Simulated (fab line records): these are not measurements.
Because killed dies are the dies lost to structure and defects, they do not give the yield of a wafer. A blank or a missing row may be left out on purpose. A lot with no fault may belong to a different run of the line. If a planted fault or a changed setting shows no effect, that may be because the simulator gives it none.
A lot that was struck, set against a sound lot -- flow n5 finfet -- 12 out of 1938 route steps
Sound: wafers L619.2, L619.4, L619.5. Wafers struck: L611.1, L611.5, L611.6. At the end, the cause is stated.
Each step with rows lists, per side, the tool, then ch with its chambers, then its first start. Under that, the readings that differ: sound wafers -- struck wafers -- difference of the means -- sigmas: that difference in standard deviations of wafers without a fault.
alike: same words and numbers on both sides, and readings whose means sit less than 2 such deviations apart. not compared: any withheld reading, any reading some wafer has no value for, any bound like >300 that may hide the same value, and any number with overlapping values for which the record gives no deviation.
A row with sigmas, a row that says differs or no value, or rows on one side alone: a step with any of these is where the two part. Numbers that don't overlap but have no deviation are shown without sigmas and don't part them. A reading that every wafer of one side lacks parts them only if that side has two wafers or more.

first, 3 steps without rows for these wafers: N5_SD_EPI_P_PRECLEAN_32 (cleans in dHF, time 10 s); N5_SD_EPI_P_PRECLEAN_33 (cleans in SC2, time 45 s); N5_SD_EPI_P_SRD_25 (time 30 s).
N5_SD_EPI_P_INSPECT_26: inspects for defects (darkfield).
  sound on defect inspect-02 at day 7 10:43; struck on defect inspect-01 at day 5 08:49
reading,sound,struck,difference,sigmas
raw defect count,177 261 177,130 124 149,-71,-2
N5_SD_ACTIVATION_RTA_00: time 0 s.
  sound on rtp anneal-02 ch 0, day 7 10:47; struck on rtp anneal-01 ch 0, day 5 08:51
  alike: lamp power pct, lamp_zone_1_pct, wafer_temp_C_max
N5_SD_ACTIVATION_LSA_01: time 0.0008 s.
  sound on laser anneal-02 ch 0, day 7 10:59; struck on laser anneal-01 ch 0, day 5 09:03
  alike: wafer_temp_C_max
N5_SD_ACTIVATION_INSPECT_02: inspects for defects (darkfield).
  sound on defect inspect-02 at day 7 11:29; struck on defect inspect-02 at day 5 09:35
reading,sound,struck,difference,sigmas
raw defect count,177 267 180,131 116 149,-76,-2
N5_ILD0_LINER_00: material SiNx, target thk 4 nm, pulse time 1 s, purge time 2 s.
  sound on ald sin-04 ch 1,3, day 7 11:53; struck on ald sin-01 ch 1,3, day 5 09:38
  alike: heater power w, precursor pulse height rel
then, 2 steps without rows for these wafers: N5_ILD0_FCVD_FILL_01 (material SiO2 flowable, target thk 200 nm, time 328.3 s); N5_ILD0_CURE_02 (time 1800 s).
N5_ILD0_CMP_03: polishes, stops on SiNx, t overpolish 1.9 s, target thk 197.38 nm.
  sound on cmp-02 ch 1,3, day 7 14:21; struck on cmp-03 ch 0,1,2, day 5 12:04
  no value came back on the struck wafers for any of 5 readings (edge zone pressure frac, head pressure psi (psi) and others); on the sound wafers edge zone pressure frac reads 1.000 1.009 1.004
reading,sound,struck,difference,sigmas
model.SiNx_of_DUMMY_GATE_HM_DEP_06.thk nm (nm),75.8 76 76.4,78.8 79 78.8,+2.8,
  not compared: model.SiO2_flowable_of_ILD0_FCVD_FILL_01.thk nm
N5_BEOL_M4_RC_MEAS_101:
  the record has rows for the sound wafers here (prober-02 ch 0, day 13 07:27) and none for the struck ones

WHERE THEY PART
First at N5_SD_EPI_P_INSPECT_26; last, within this record, at N5_BEOL_M4_RC_MEAS_101.

WHY: what had been put in by the simulator
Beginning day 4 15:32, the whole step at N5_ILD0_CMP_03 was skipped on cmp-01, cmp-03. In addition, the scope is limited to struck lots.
